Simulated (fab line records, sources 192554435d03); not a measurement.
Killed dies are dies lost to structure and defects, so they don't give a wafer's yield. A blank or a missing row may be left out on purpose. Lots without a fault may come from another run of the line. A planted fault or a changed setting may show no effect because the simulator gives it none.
Chamber matching | flow n5_finfet | N5_FIN_SAQP_ETCH_51 on rie_diel-03: 4 sister chambers
The step etches SiARC in CF4, target depth 45.5 nm, time 75.8 s. 4 wafers are shown with their chamber, then 8 later ones without.

WAFERS WITH THEIR CHAMBER
wafer  | chamber | showerhead_plenum_p_Torr (Torr)
L084.2 | 0       | 2.23
L085.1 | 2       | 2.07
L085.3 | 3       | 2.24
L092.2 | 1       | 2.29

WAFERS WITHOUT THEIR CHAMBER
wafer  | showerhead_plenum_p_Torr (Torr)
L092.4 | 2.22
L092.5 | 2.24
L094.2 | 2.29
L094.4 | 2.23
L094.6 | 2.22
L096.2 | 2.29
L096.4 | 2.06
L096.6 | 2.29

WHICH CHAMBER EACH WENT THROUGH
wafer  | from the rows above     | in truth
L092.4 | can't be placed: 0 or 3 | 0
L092.5 | can't be placed: 3 or 0 | 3
L094.2 | 1                       | 1
L094.4 | can't be placed: 0 or 3 | 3
L094.6 | can't be placed: 0 or 3 | 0
L096.2 | 1                       | 1
L096.4 | 2                       | 2
L096.6 | 1                       | 1
Placed correctly: 4 of 8. Can't be placed from these rows: 4 (the true chamber is among the candidates in 4). Placed wrongly: 0.
How it was worked out, from the rows above alone: a wafer's distance from a chamber is the root of the sum, over the readings, of the square of ((its reading less the chamber's mean) divided by the reading's scatter). The wafer belongs to the nearest chamber; if the next one is less than 2 further off, it can't be placed. A chamber's mean is the mean of its shown wafers. The scatter: with one shown wafer a chamber, the root of the mean of the squares of how far each hidden wafer lies from its nearest shown one.
